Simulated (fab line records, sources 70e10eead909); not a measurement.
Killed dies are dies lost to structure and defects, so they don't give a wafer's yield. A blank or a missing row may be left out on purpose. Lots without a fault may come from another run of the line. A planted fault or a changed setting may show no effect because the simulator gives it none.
fab line records | flow nand_harc
record lots=13 wafers=39 last_day=34
route steps=1302 shown A_WL_FILL@958 END@1302
lots that met no fault: from a run of the same line without faults
start_h: hours from the record's first day to the start of the lot's first wafer shown | wait_h: hours since the lot's step before | " the same as in the row above | L1.1+2: a row that stands for several wafers | - no value, or no start given | * or withheld: withheld | < > ~ a bound
route shown NAME@n: a module of which the file shows steps, and the number in the route of the first | usual: mean/standard deviation of fault-free wafers | same: alike in all rows | chamber/n: place in a boat | sites: the reading at each site | _std_site: their standard deviation | _edge_site: outer sites' mean less inner sites' | radius_mm: how far each site lies from the wafer's centre | mask NAME#n: copy n | behind: the tool/chamber that last shaped the wafer | hold: why the lot was held/for how many hours/how that ended | device: the transistor (n, p or np) that didn't switch | end of line: the same wafers' tests at the end of the route | a step without rows: its recipe alone | killed: dies lost to structure and defects at the first sort, not the wafer's yield | map: a wafer's dies, x killed, . not, _ none there
set.NAME: the setting as run; set.NAME@STEP: as run at that earlier step | model.NAME: the simulator's own value behind a step, which no gauge read
steps of the route over a sample of lots; a table a step, a row a wafer
services: from which hour (start_h, from the record's first day; less than 0 if before it) a tool's chamber was out of use, for how many hours, and why
## steps
# step NHARC_A_WL_FILL_ETCHBACK_05
# recipe target_depth_a=220 time_s=60 temp_c=40 chemistry=Cl2/BCl3
# usual drypump_motor_current_A=5.8/0.57 oes_product_au=1.003/0.0097 temp_c=39.98/0.13
# columns lot.wafer tool chamber start_h wait_h drypump_motor_current_A oes_product_au rf_hours_counter_h temp_c
L416.1 rie_metal-03 0 461.05 0.3 5.0 1.002 2.2 39.81
L416.2 " 1 " " 6.0 0.999 2.2 40.13
L416.4 " 1 " " 6.0 0.986 - 40.02
L417.2 rie_metal-03 1 476.96 0.2 6.0 0.999 2.7 40.10
L417.1 " 0 " " 5.0 0.992 2.7 40.11
L417.5 " 1 " " 6.0 0.978 - 39.94
L420.2 rie_metal-03 0 502.55 0.2 5.0 1.021 3.0 39.76
L420.4 " 1 " " 6.0 0.988 - 39.80
L420.5 " 1 " " 6.0 0.998 - 40.00
L423.4 rie_metal-01 1 537.65 0.1 6.5 0.994 - 40.17
L423.5 " 1 " " 6.5 1.005 - 40.11
L423.6 " 0 " " 5.3 1.002 - 39.75
L430.2 rie_metal-01 1 588.86 0.2 6.5 1.010 0.4 40.04
L430.4 " 0 " " 5.3 0.991 - 39.93
L430.5 " 0 " " 5.3 0.984 - 39.91
L428.1 rie_metal-03 0 588.96 0.2 5.0 1.013 1.4 40.09
L428.4 " 0 " " 5.0 1.006 - 40.09
L428.3 " 1 " " 6.0 1.004 - 40.24
L431.1 rie_metal-02 1 592.59 0.2 6.2 0.999 2.5 40.16
L431.2 " 0 " " 5.7 1.017 2.0 40.20
L431.4 " 1 " " 6.2 0.995 - 39.99
L432.1 rie_metal-03 0 628.79 0.2 5.0 1.029 1.7 39.86
L432.3 " 0 " " 5.0 1.008 - 39.87
L432.4 " 1 " " 6.0 1.014 - 39.91
L436.1 rie_metal-01 0 652.15 0.2 5.3 1.005 1.4 40.06
L436.4 " 1 " " 6.4 1.008 - 39.98
L436.3 " 0 " " 5.3 0.987 - 40.12
L435.2 rie_metal-03 1 652.26 0.3 6.0 1.001 2.3 40.09
L435.3 " 1 " " 6.0 1.011 - 39.83
L435.6 " 1 " " 6.0 1.008 - 39.99
L437.2 rie_metal-03 0 672.95 0.2 5.0 1.015 2.7 40.05
L437.4 " 1 " " 6.0 1.013 - 39.92
L437.5 " 1 " " 6.0 1.000 - 40.09
L438.2 rie_metal-01 1 673.14 0.3 6.5 1.007 - 40.09
L438.4 " 1 " " 6.5 0.998 - 39.97
L438.6 " 1 " " 6.5 1.007 - 40.03
L439.1 rie_metal-01 1 711.71 0.2 6.4 1.011 3.0 39.80
L439.3 " 0 " " 5.3 1.000 - 39.95
L439.5 " 1 " " 6.5 1.006 - 40.03
# step NHARC_A_WL_FILL_ALD_19
# recipe target_thk_a=20 pulse_time_s=3 ald_cycles=100 temp_c=450 material=TiN
# usual ald_cycles=100/0 heater_power_w=1113/140 precursor_pulse_height_rel=1.002/0.021
# columns lot.wafer tool chamber start_h wait_h ald_cycles heater_power_w precursor_pulse_height_rel
L416.1 ald_metal-01 2 480.09 0.1 100 1051 1.036
L416.4 " 3 " " 100 1119 0.963
L416.2 " 0 " " 100 1252 1.002
L417.1 ald_metal-02 2 492.34 0.1 100 1252 0.996
L417.2 " 3 " " 100 1412 1.006
L417.5 " 1 " " 100 1020 0.997
L420.4 ald_metal-02 0 519.93 0.1 100 1042 0.996
L420.2 " 3 " " 100 1367 1.021
L420.5 " 1 " " 100 1036 0.984
L423.4 ald_metal-02 3 553.43 0.1 100 1386 0.990
L423.6 " 3 " " 100 1414 0.972
L423.5 " 0 " " 100 1007 1.029
L428.3 ald_metal-02 0 606.71 0.1 42 1035 1.017
L428.4 " 1 " " 100 1008 1.047
L428.1 " 3 " " 100 1413 1.004
L430.4 ald_metal-01 3 606.75 0.1 100 1129 1.019
L430.2 " 0 " " 100 1216 0.999
L430.5 " 2 " " 100 986 1.029
L431.1 ald_metal-04 0 606.79 0.1 100 1025 0.999
L431.4 " 2 " " 100 982 0.952
L431.2 " 3 " " 100 946 0.963
L432.4 ald_metal-01 3 642.59 0.1 100 1114 1.013
L432.3 " 0 " " 100 1202 1.018
L432.1 " 2 " " 100 1003 0.998
L435.2 ald_metal-04 1 667.92 0.1 100 950 0.959
L435.3 " 3 " " 100 984 1.023
L435.6 " 1 " " 100 928 1.023
L436.4 ald_metal-01 2 667.93 0.1 100 998 1.038
L436.1 " 0 " " 100 1214 0.992
L436.3 " 1 " " 100 1171 0.990
L438.2 ald_metal-01 2 689.81 0.1 100 1020 1.026
L438.4 " 3 " " 100 1107 0.970
L438.6 " 2 " " 100 1030 1.025
L437.2 ald_metal-02 3 689.83 0.1 100 1304 1.002
L437.4 " 1 " " 100 1009 1.004
L437.5 " 3 " " 100 1340 1.011
L439.1 ald_metal-01 1 730.65 0.1 100 1143 0.969
L439.3 " 0 " " 100 1176 0.997
L439.5 " 1 " " 100 1125 1.022
# step NHARC_A_WL_FILL_CMP_12
# recipe t_overpolish_s=30 target_thk_nm=100
# usual motor_current_A=12.1/1.3 overpolish_run_s=30.001/0.009 time_to_endpoint_s=19.4/2.5
# columns lot.wafer tool chamber start_h wait_h motor_current_A overpolish_run_s time_to_endpoint_s
L416.1 cmp-04 1 480.45 0.2 11.2 29.991 20.9
L416.4 " 3 " " 11.2 29.985 15.4
L416.2 " 0 " " 10.3 30.016 19.3
L417.1 cmp-01 2 492.72 0.2 10.7 30.002 20.1
L417.2 " 0 " " 14.0 30.010 22.0
L417.5 " 2 " " 10.5 29.998 20.3
L420.2 cmp-04 0 520.33 0.2 10.5 30.004 22.7
L420.4 " 1 " " 11.8 30.002 22.3
L420.5 " 0 " " 10.8 30.001 23.0
L423.4 cmp-01 2 554.32 0.1 9.8 30.009 17.0
L423.5 " 0 " " 14.0 29.999 21.0
L423.6 " 1 " " 11.7 30.006 18.9
L428.1 cmp-03 1 607.09 0.1 12.3 29.997 24.4
L428.3 " 3 " " 12.1 30.001 25.1
L428.4 " 0 " " 11.8 29.996 21.0
L430.2 cmp-04 2 607.12 0.2 14.2 30.004 15.3
L430.4 " 3 " " 11.5 30.007 17.1
L430.5 " 2 " " 14.6 30.003 15.6
L431.1 cmp-01 2 607.25 0.2 10.4 30.003 18.7
L431.2 " 3 " " 11.7 30.001 22.2
L431.4 " 0 " " 13.7 30.004 18.4
L432.1 cmp-04 2 643.06 0.2 13.8 30.011 16.0
L432.4 " 3 " " 11.4 30.001 14.2
L432.3 " 0 " " 11.6 29.994 18.2
L435.2 cmp-04 3 668.30 0.1 11.7 30.011 14.9
L435.3 " 0 " " 11.0 29.999 20.3
L435.6 " 3 " " 11.2 30.000 16.7
L436.4 cmp-01 3 668.31 0.1 12.3 29.993 18.9
L436.3 " 1 " " 11.3 29.989 16.9
L436.1 " 2 " " 10.5 30.001 17.9
L437.4 cmp-01 2 690.19 0.1 9.8 29.995 17.7
L437.2 " 1 " " 11.6 30.006 14.9
L437.5 " 3 " " 12.0 29.997 19.3
L438.2 cmp-03 0 690.34 0.2 11.6 30.007 20.7
L438.4 " 1 " " 12.3 30.004 18.5
L438.6 " 0 " " 11.9 30.002 19.4
L439.3 cmp-01 3 731.10 0.1 12.4 29.986 20.9
L439.1 " 1 " " 11.5 29.997 19.1
L439.5 " 2 " " 10.1 30.014 18.1
# step NHARC_A_WL_FILL_INSPECT_15
# usual raw_defect_count=506/150
# columns lot.wafer tool chamber start_h wait_h raw_defect_count
L416.1 defect_inspect-02 - 480.93 0.0 414
L416.2 " - " " 429
L416.4 " - " " 603
L417.1 defect_inspect-02 - 493.16 0.0 422
L417.2 " - " " 532
L417.5 " - " " 649
L420.2 defect_inspect-01 - 520.77 0.0 502
L420.4 " - " " 455
L420.5 " - " " 518
L423.4 defect_inspect-02 - 554.73 0.0 633
L423.5 " - " " 399
L423.6 " - " " 426
L428.1 defect_inspect-01 - 607.56 0.0 599
L428.3 " - " " 445
L428.4 " - " " 526
L430.2 defect_inspect-02 - 607.58 0.0 483
L430.4 " - " " 692
L430.5 " - " " 595
L431.1 defect_inspect-02 - 607.71 0.0 545
L431.2 " - " " 483
L431.4 " - " " 869
L432.1 defect_inspect-02 - 643.58 0.0 375
L432.3 " - " " 406
L432.4 " - " " 564
L435.2 defect_inspect-02 - 668.76 0.0 487
L435.3 " - " " 404
L435.6 " - " " 451
L436.1 defect_inspect-01 - 668.78 0.0 409
L436.3 " - " " 555
L436.4 " - " " 385
L437.2 defect_inspect-01 - 690.65 0.0 465
L437.4 " - " " 499
L437.5 " - " " 407
L438.2 defect_inspect-02 - 690.81 0.0 356
L438.4 " - " " 435
L438.6 " - " " 440
L439.1 defect_inspect-01 - 731.55 0.0 304
L439.3 " - " " 375
L439.5 " - " " 293
# step NHARC_END_SORT_01
# recipe temp_c=25
# usual killed_at_array=55/15 killed_at_other=1.0/1.2 killed_at_periphery=3.4/2.2 killed_dies=59/15 killed_open=3.2/2 killed_short=2.5/1.7
# same gross_dies=677
# columns lot.wafer tool chamber start_h wait_h killed_at_array killed_at_other killed_at_periphery killed_dies killed_open killed_short
L428.1 prober-01 0 696.22 2.5 54 1 0 55 4 0
L428.3 prober-01 0 697.82 3.1 672 0 5 677 4 6
L428.4 prober-01 0 698.62 3.4 60 2 1 63 4 1
L431.1 prober-02 0 696.39 2.5 52 0 4 56 4 2
L431.2 prober-02 0 697.20 2.8 39 0 7 46 2 2
L431.4 prober-02 0 698.83 3.4 48 1 4 53 7 2
# killed by level:class
L428.1 A_SLIT:chamber_film_flake=31 A_CHANNEL_HOLE_D1:chamber_film_flake=7 A_CHANNEL_FILL_D2:chamber_film_flake=4 A_ONON_D1:geometric_particle:open=2 A_CHANNEL_FILL_D1:chamber_film_flake=2 A_STAIRCASE:chamber_film_flake=2 A_CHANNEL_FILL_D1:geometric_particle:open=1 A_DECK1_JOINT:geometric_particle:open=1
L431.1 A_CHANNEL_HOLE_D1:chamber_film_flake=31 A_STAIRCASE:chamber_film_flake=6 P_GATE:chamber_film_flake=3 A_CHANNEL_FILL_D2:chamber_film_flake=3 A_SLIT:chamber_film_flake=2 A_CONTACT:chamber_film_flake=2 P_GATE:geometric_particle:open=1 A_DECK1_JOINT:geometric_particle:open=1
L431.2 A_CHANNEL_HOLE_D1:chamber_film_flake=29 P_GATE:chamber_film_flake=5 A_WL_FILL:geometric_particle:open=2 A_CHANNEL_HOLE_D2:chamber_film_flake=2 A_ONON_D1:geometric_particle:short=1 A_CHANNEL_FILL_D2:geometric_particle:short=1 P_STI:chamber_film_flake=1 P_M1:chamber_film_flake=1
L428.3 A_WL_FILL:area_ald=606 A_SLIT:chamber_film_flake=32 A_CHANNEL_HOLE_D1:chamber_film_flake=7 A_CHANNEL_FILL_D2:chamber_film_flake=7 A_STAIRCASE:chamber_film_flake=5 A_ONON_D1:geometric_particle:open=2 A_ONON_D1:geometric_particle:short=2 A_CONTACT:chamber_film_flake=2
L428.4 A_SLIT:chamber_film_flake=33 A_CONTACT:chamber_film_flake=10 A_CHANNEL_HOLE_D1:chamber_film_flake=8 A_STAIRCASE:chamber_film_flake=4 A_CHANNEL_FILL_D1:geometric_particle:open=2 THIN_TSV:chamber_film_flake=2 A_ONON_D1:geometric_particle:open=1 A_SGD_CUT:geometric_particle:open=1
L431.4 A_CHANNEL_HOLE_D1:chamber_film_flake=33 A_CHANNEL_HOLE_D2:chamber_film_flake=4 P_GATE:chamber_film_flake=3 A_SLIT:chamber_film_flake=3 A_CHANNEL_FILL_D1:geometric_particle:open=2 P_CONTACT:geometric_particle:open=1 A_ONON_D1:geometric_particle:short=1 A_CHANNEL_FILL_D1:geometric_particle:short=1
## services
# columns tool chamber start_h hours kind
ald_metal-01 0 437.99 4.7 repair
ald_metal-01 3 444.31 24.3 repair
rie_metal-01 0 465.99 8.7 repair
cmp-01 - 472.13 0.8 repair
cmp-01 - 480.39 4.0 pm
cmp-01 - 502.03 0.8 repair
cmp-04 - 503.00 4.0 pm
rie_metal-03 - 519.00 9.0 pm
ald_metal-01 0 522.09 15.0 repair
cmp-01 - 524.94 0.5 repair
ald_metal-01 - 526.00 10.0 pm
rie_metal-01 0 542.32 15.6 repair
rie_metal-01 - 575.00 9.0 pm
cmp-01 - 578.39 4.0 pm
ald_metal-02 1 586.23 4.0 repair
cmp-04 - 601.10 4.0 pm
ald_metal-01 3 611.52 5.0 repair
cmp-01 - 636.58 2.5 repair
cmp-01 - 676.41 4.0 pm
ald_metal-01 0 690.09 2.9 repair
rie_metal-03 - 696.00 9.0 pm
ald_metal-01 - 704.00 10.0 pm
cmp-01 - 710.93 0.5 repair
ald_metal-01 3 715.56 25.9 repair
## key
first_sign step=NHARC_A_WL_FILL_ALD_19 reading=ald_cycles direction=down sigmas=99+ usual=100 struck=42
effect step=NHARC_END_SORT_01 reading=killed_dies direction=up sigmas=42 usual=59 struck=677
more_kills_born_at NHARC_A_WL_FILL_ALD_19@ald_metal-02=606
met_at NHARC_A_WL_FILL_ALD_19
struck_lots L428
struck_wafers L428.3
later_rows_left_out L428.3
tester_left_out L428
not_acting_at NHARC_A_WL_FILL_ETCHBACK_05,NHARC_A_WL_FILL_CMP_12,NHARC_A_WL_FILL_INSPECT_15
onset_between 553.43 606.71
fault kind=process_parameter_drift tool=ald_metal-02 chamber=0 onset_h=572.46 steps=NHARC_A_WL_FILL_ALD_19 channel=ald_cycles offset=-58 shape=step end_h=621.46 acts_in=these_recipes_only stated=100
# tester_left_out: of these lots the tester's yield and bins aren't shown, on N5 and GAA mostly nor the transistor test; their killed dies are dies lost to structure and defects alone, not to doping, threshold or leakage, so they don't give the yield
# later_rows_left_out: the simulator's readings of these wafers behind a module that went badly wrong aren't trusted and aren't shown, but for the sort
